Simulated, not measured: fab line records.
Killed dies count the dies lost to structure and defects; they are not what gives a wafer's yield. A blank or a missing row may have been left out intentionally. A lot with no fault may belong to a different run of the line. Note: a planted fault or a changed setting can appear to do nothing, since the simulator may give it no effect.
The tool behind it: which one? + flow nand harc + 7 lots, 21 wafers sampled, at 4 steps of a route of 1302

WHAT THE GAUGES SHOWED, per wafer
NHARC_A_ONON_D2_THK_MEAS_02: measures by ellipsometry.
| lot  | measured     | on            | thk nm (nm)    |
|------|--------------|---------------|----------------|
| L323 | day 13 10:34 | film metro-01 | 1007 1006 1006 |
| L327 | day 14 20:55 | film metro-01 | 995 994 995    |
| L332 | day 18 02:52 | film metro-02 | 1039 1039 1039 |
| L334 | day 18 14:29 | film metro-02 | 1053 1055 1053 |
| L340 | day 20 13:29 | film metro-01 | 999 996 998    |
| L341 | day 21 09:59 | film metro-01 | 996 997 998    |
| L343 | day 22 12:50 | film metro-01 | 992 991 990    |

EACH LOT AND THE TOOL THAT RAN IT (in order: tool; ch and the chambers of the sampled wafers; start)
| lot  | NHARC_A_DECK1_JOINT_CMP_13    | NHARC_A_DECK1_JOINT_DEP_16      | NHARC_A_ONON_D2_DEP_00           |
|------|-------------------------------|---------------------------------|----------------------------------|
| L323 | cmp-01 ch 0,2,3, day 12 12:07 | pecvd-03 ch 0,1, day 13 09:44   | pecvd onon-03 ch 0, day 13 10:04 |
| L327 | cmp-04 ch 1,3, day 13 17:29   | pecvd-04 ch 1,2, day 14 20:01   | pecvd onon-03 ch 0, day 14 20:31 |
| L332 | cmp-04 ch 0,2,3, day 16 18:38 | pecvd-03 ch 0,2, day 18 01:58   | pecvd onon-04 ch 0, day 18 02:21 |
| L334 | cmp-02 ch 0,1,2, day 17 14:37 | pecvd-04 ch 0,2, day 18 13:29   | pecvd onon-04 ch 0, day 18 13:58 |
| L340 | cmp-04 ch 1,2,3, day 19 15:01 | pecvd-03 ch 0,1,2, day 20 12:36 | pecvd onon-03 ch 0, day 20 13:02 |
| L341 | cmp-02 ch 0,1,2, day 20 07:35 | pecvd-04 ch 0,1,2, day 21 09:05 | pecvd onon-03 ch 0, day 21 09:28 |
| L343 | cmp-01 ch 0,2,3, day 21 09:35 | pecvd-02 ch 0,2, day 22 11:58   | pecvd onon-03 ch 0, day 22 12:23 |
- NHARC_A_DECK1_JOINT_CMP_13: polishes, target thk 51.023 nm.
- NHARC_A_DECK1_JOINT_DEP_16: deposits SiO2, target thk 45 nm.
- NHARC_A_ONON_D2_DEP_00: target thk 1000 nm.

THE ANSWER, worked out from the rows above alone
Rule: the usual values come from the lots themselves. Put in order of their means at a reading, lots are off if they are a third of the lots or fewer, leave a main group of 4 or more, and stand apart from it by a gap of 3 or more times the standard deviation of the main group's means; of several such gaps the widest counts. Not used: any main group whose means are identical at the precision the tables above print for the reading. Also off: a lot with no number at a reading for which 4 or more lots have one. Any other lot the step has rows for is counted as sound.
Off at NHARC_A_ONON_D2_THK_MEAS_02 (thk nm): L332, L334. Mean 997 nm and standard deviation 5.1 in the main group.
If a tool, at a process step before that reading, ran all the lots that are off and no sound lot after the first of them, it fits. The gauges at NHARC_A_ONON_D2_THK_MEAS_02 are tried like those tools. 2 tools fit, pecvd onon-04 at NHARC_A_ONON_D2_DEP_00 and film metro-02 at NHARC_A_ONON_D2_THK_MEAS_02, so this cannot tell which one it is.

WHAT THE SIMULATOR HAD INSERTED
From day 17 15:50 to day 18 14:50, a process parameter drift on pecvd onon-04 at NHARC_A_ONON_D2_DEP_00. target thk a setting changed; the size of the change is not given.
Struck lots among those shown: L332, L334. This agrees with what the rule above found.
